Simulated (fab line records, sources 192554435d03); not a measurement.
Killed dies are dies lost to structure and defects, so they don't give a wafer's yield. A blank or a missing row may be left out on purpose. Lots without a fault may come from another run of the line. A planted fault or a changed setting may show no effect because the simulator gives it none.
Split-lot experiment | flow n5_finfet | 7 lots, 21 wafers read, on a route of 1938 steps

THE SPLIT
At N5_BEOL_M15_PEB_26 (peb time 90 s), the setting peb_temp_c was moved away from the recipe's 130 C on 8 of the 21 wafers read, by -2.8% to +2.2%. The other wafers ran this setting at the recipe's value.

FROM THE SPLIT TO THE READING: what the file shows between them, 2 steps
- N5_BEOL_M15_DEVELOP_27: develop time 45 s
- N5_BEOL_M15_HARDBAKE_32: time 120 s

THE READING
cd_nm, in nm, at N5_BEOL_M15_CD_MEAS_28 (target cd 407.6 nm). Fault-free wafers of this fab line usually give 407.7 nm, standard deviation 1.4 nm.

wafer  | tool, chamber at the split | peb_temp_c as run, C | against the recipe | cd_nm, nm | against lot-mates on the recipe
L074.1 | litho_track-02, 0          | 132.9                | +2.2%              | 418.7     | +12.2
L074.5 | litho_track-02, 0          | 130                  | recipe             | 406.2     | -
L074.6 | litho_track-02, 0          | 130                  | recipe             | 406.9     | -
L075.3 | litho_track-05, 0          | 128.7                | -1.0%              | 400.2     | -6.9
L075.4 | litho_track-05, 0          | 128.7                | -1.0%              | 400.5     | -6.6
L075.5 | litho_track-05, 0          | 130                  | recipe             | 407.1     | -
L080.1 | litho_track-04, 0          | 130                  | recipe             | 407.6     | -
L080.2 | litho_track-04, 0          | 132.9                | +2.2%              | 417.9     | +9.6
L080.3 | litho_track-04, 0          | 130                  | recipe             | 408.9     | -
L084.2 | litho_track-05, 0          | 130                  | recipe             | 407.3     | -
L084.3 | litho_track-05, 0          | 130                  | recipe             | 406.5     | -
L084.5 | litho_track-05, 0          | 130                  | recipe             | 406.0     | -
L089.2 | litho_track-02, 0          | 130                  | recipe             | 405.3     | -
L089.5 | litho_track-02, 0          | 130                  | recipe             | 407.1     | -
L089.6 | litho_track-02, 0          | 130                  | recipe             | 405.9     | -
L091.4 | litho_track-02, 0          | 126.3                | -2.8%              | 385.4     | -22.0
L091.5 | litho_track-02, 0          | 126.3                | -2.8%              | 385.9     | -21.5
L091.6 | litho_track-02, 0          | 130                  | recipe             | 407.4     | -
L095.3 | litho_track-02, 0          | 130                  | recipe             | 408.6     | -
L095.4 | litho_track-02, 0          | 131.3                | +1.0%              | 412.8     | +4.2
L095.5 | litho_track-02, 0          | 131.3                | +1.0%              | 413.8     | +5.2

THE FIT
A straight line over all 21 wafers: cd_nm changes by +6.54 nm for each +1% of peb_temp_c; r = +0.98; the points scatter about the line by 1.5 nm.
The same after taking each lot's own level away (the mean of its wafers on the recipe; 21 wafers): +6.44 nm for each +1%; r = +0.98; scatter 1.6 nm.
On that fit, the largest move of peb_temp_c shifts the reading by 18 nm.
The lots' own levels span 406.10 to 408.60 nm, that is 1.8 times the standard deviation above.
So the lot-to-lot level changes the slope little: the two slopes agree.
Check: with one of the wafers moved furthest among these (-2.8%) left out of the fit, the line predicts -18 nm for it against its lot-mates. It came out at -22 nm against them.

OTHER SPLITS ON THESE WAFERS
These wafers also went through other splits before the reading. Each is held against what the fit with the lots' levels taken away leaves over:
other split on the same wafers | wafers away from the commonest value | r with cd_nm (lot level and that fit taken away)
N5_BEOL_M12_SPUTTER_44 time_s  | 4                                    | +0.07

THE WHOLE CHAIN: every reading that the file lists as answering this split, in the file's order
step                   | what it does                                                            | reading                                                         | change (the file's fit)              | r (the file's)
N5_BEOL_M15_CD_MEAS_28 | target cd 407.6 nm                                                      | cd_nm                                                           | +6.07 nm for each +1% of the setting | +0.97
N5_BEOL_M15_DESCUM_33  | chemistry O2, time 7.9 s                                                | BEOL_M15.cd_nm (the simulator's own value, which no gauge read) | +6.04 nm for each +1% of the setting | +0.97
N5_BEOL_M15_ETCH_61    | etches BARC in N2/H2, target depth 89 nm, overetch 26.7 nm, time 67.9 s | BEOL_M15.cd_nm (the simulator's own value, which no gauge read) | +6.62 nm for each +1% of the setting | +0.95
N5_BEOL_M15_ETCH_38    | etches SiCN in CF4/N2, target depth 106.4 nm, time 120.5 s              | BEOL_M15.cd_nm (the simulator's own value, which no gauge read) | +6.65 nm for each +1% of the setting | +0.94

THE FILE'S OWN FIT
cd_nm changes by +6.07 nm for each +1% of peb_temp_c, r = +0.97.
